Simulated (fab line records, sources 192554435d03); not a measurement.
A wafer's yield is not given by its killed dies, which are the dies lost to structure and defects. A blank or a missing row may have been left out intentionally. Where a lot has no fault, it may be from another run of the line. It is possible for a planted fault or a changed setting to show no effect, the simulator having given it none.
Split-lot trial :: flow n5-finfet :: 21 wafers read across 7 lots, on a route 1938 steps long

== THE SPLIT ==
At N5_BEOL_M8_DEP_56 (deposits SiCN from 3MS/NH3, target thk 10 nm, time 17.5 s), the setting time-s was moved away from the recipe's 17.5 s on 9 of the 21 wafers read, by -8.9% to +8.3%. The other wafers ran this setting at the recipe's value.

The reading is taken at the split's own step.

== THE READING ==
SiCN_of_BEOL_M8_DEP_56.thk-nm (the simulator's own value, which no gauge read), in nm, at N5_BEOL_M8_DEP_56 (deposits SiCN from 3MS/NH3, target thk 10 nm, time 17.5 s). The file does not state a usual value for it. The 12 wafers here that ran the recipe average 10.0 nm, standard deviation 0.18 nm.

wafer: L074.1
tool, chamber at the split: pecvd-01, 2
time-s as run, s: 17.5
against the recipe: recipe
SiCN_of_BEOL_M8_DEP_56.thk-nm, nm: 9.8
against lot-mates on the recipe: -

wafer: L074.4
tool, chamber at the split: pecvd-01, 2
time-s as run, s: 17.5
against the recipe: recipe
SiCN_of_BEOL_M8_DEP_56.thk-nm, nm: 9.8
against lot-mates on the recipe: -

wafer: L074.5
tool, chamber at the split: pecvd-01, 1
time-s as run, s: 17.5
against the recipe: recipe
SiCN_of_BEOL_M8_DEP_56.thk-nm, nm: 9.6
against lot-mates on the recipe: -

wafer: L076.1
tool, chamber at the split: pecvd-03, 2,1
time-s as run, s: 17.5
against the recipe: recipe
SiCN_of_BEOL_M8_DEP_56.thk-nm, nm: 10
against lot-mates on the recipe: -

wafer: L076.2
tool, chamber at the split: pecvd-03, 2,1
time-s as run, s: 17.5
against the recipe: recipe
SiCN_of_BEOL_M8_DEP_56.thk-nm, nm: 10
against lot-mates on the recipe: -

wafer: L076.3
tool, chamber at the split: pecvd-03, 0
time-s as run, s: 17.5
against the recipe: recipe
SiCN_of_BEOL_M8_DEP_56.thk-nm, nm: 10.2
against lot-mates on the recipe: -

wafer: L077.1
tool, chamber at the split: pecvd-02, 1
time-s as run, s: 18.78
against the recipe: +7.3%
SiCN_of_BEOL_M8_DEP_56.thk-nm, nm: 11
against lot-mates on the recipe: +0.8

wafer: L077.6
tool, chamber at the split: pecvd-02, 1
time-s as run, s: 18.78
against the recipe: +7.3%
SiCN_of_BEOL_M8_DEP_56.thk-nm, nm: 11
against lot-mates on the recipe: +0.8

wafer: L077.3
tool, chamber at the split: pecvd-02, 0
time-s as run, s: 17.5
against the recipe: recipe
SiCN_of_BEOL_M8_DEP_56.thk-nm, nm: 10.2
against lot-mates on the recipe: -

wafer: L078.2
tool, chamber at the split: pecvd-03, 2,1
time-s as run, s: 18.96
against the recipe: +8.3%
SiCN_of_BEOL_M8_DEP_56.thk-nm, nm: 10.8
against lot-mates on the recipe: no lot-mate on the recipe

wafer: L078.3
tool, chamber at the split: pecvd-03, 2,1
time-s as run, s: 18.96
against the recipe: +8.3%
SiCN_of_BEOL_M8_DEP_56.thk-nm, nm: 10.8
against lot-mates on the recipe: no lot-mate on the recipe

wafer: L078.6
tool, chamber at the split: pecvd-03, 2
time-s as run, s: 18.96
against the recipe: +8.3%
SiCN_of_BEOL_M8_DEP_56.thk-nm, nm: 11
against lot-mates on the recipe: no lot-mate on the recipe

wafer: L081.1
tool, chamber at the split: pecvd-01, 2
time-s as run, s: 16.42
against the recipe: -6.2%
SiCN_of_BEOL_M8_DEP_56.thk-nm, nm: 9.2
against lot-mates on the recipe: -0.7

wafer: L081.3
tool, chamber at the split: pecvd-01, 1
time-s as run, s: 17.5
against the recipe: recipe
SiCN_of_BEOL_M8_DEP_56.thk-nm, nm: 9.8
against lot-mates on the recipe: -

wafer: L081.4
tool, chamber at the split: pecvd-01, 2
time-s as run, s: 17.5
against the recipe: recipe
SiCN_of_BEOL_M8_DEP_56.thk-nm, nm: 10
against lot-mates on the recipe: -

wafer: L085.1
tool, chamber at the split: pecvd-02, 0
time-s as run, s: 17.5
against the recipe: recipe
SiCN_of_BEOL_M8_DEP_56.thk-nm, nm: 10
against lot-mates on the recipe: -

wafer: L085.4
tool, chamber at the split: pecvd-02, 2
time-s as run, s: 15.95
against the recipe: -8.9%
SiCN_of_BEOL_M8_DEP_56.thk-nm, nm: 9
against lot-mates on the recipe: -1.1

wafer: L085.5
tool, chamber at the split: pecvd-02, 0
time-s as run, s: 17.5
against the recipe: recipe
SiCN_of_BEOL_M8_DEP_56.thk-nm, nm: 10.2
against lot-mates on the recipe: -

wafer: L088.1
tool, chamber at the split: pecvd-01, 2
time-s as run, s: 18.19
against the recipe: +3.9%
SiCN_of_BEOL_M8_DEP_56.thk-nm, nm: 10.2
against lot-mates on the recipe: +0.2

wafer: L088.2
tool, chamber at the split: pecvd-01, 0
time-s as run, s: 18.19
against the recipe: +3.9%
SiCN_of_BEOL_M8_DEP_56.thk-nm, nm: 10.4
against lot-mates on the recipe: +0.4

wafer: L088.3
tool, chamber at the split: pecvd-01, 1
time-s as run, s: 17.5
against the recipe: recipe
SiCN_of_BEOL_M8_DEP_56.thk-nm, nm: 10
against lot-mates on the recipe: -
Where a row lists several chambers, the file gives one row for several wafers and doesn't say which wafer went through which chamber.

THE FIT
A straight line over all 21 wafers: SiCN_of_BEOL_M8_DEP_56.thk-nm changes by +0.116 nm for each +1% of time-s; r = +0.95; the points scatter about the line by 0.17 nm.
The same after taking each lot's own level away (the mean of its wafers on the recipe; 18 wafers): +0.111 nm for each +1%; r = +0.98; scatter 0.098 nm.
On that fit, the largest move of time-s shifts the reading by 0.98 nm.
Measured against the standard deviation above, the lots' own levels, which go from 9.73 to 10.20 nm, span 2.6 times it.
Consequently the slope shifts little with the lot-to-lot level, the two slopes agreeing.
Check: for one of the wafers moved furthest among these (-8.9%), held out of the fit, the line's prediction against its lot-mates is -0.949 nm. It came out at -1.1 nm against them.

== ADDITIONAL SPLITS CARRIED BY THESE WAFERS ==
Note: prior to the reading, these wafers also went through further splits. Each is held against what the fit with the lots' levels taken away leaves over:
other split on the same wafers: N5_BEOL_M8_EXPOSE_25 dose-mj
wafers away from the commonest value: 4
r with SiCN_of_BEOL_M8_DEP_56.thk-nm (lot level and that fit taken away): +0.11

other split on the same wafers: N5_BEOL_M8_ETCH_65 source-w
wafers away from the commonest value: 6
r with SiCN_of_BEOL_M8_DEP_56.thk-nm (lot level and that fit taken away): +0.27

== THE FILE'S OWN FIT ==
SiCN_of_BEOL_M8_DEP_56.thk-nm changes by +0.114 nm for each +1% of time-s, r = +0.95.
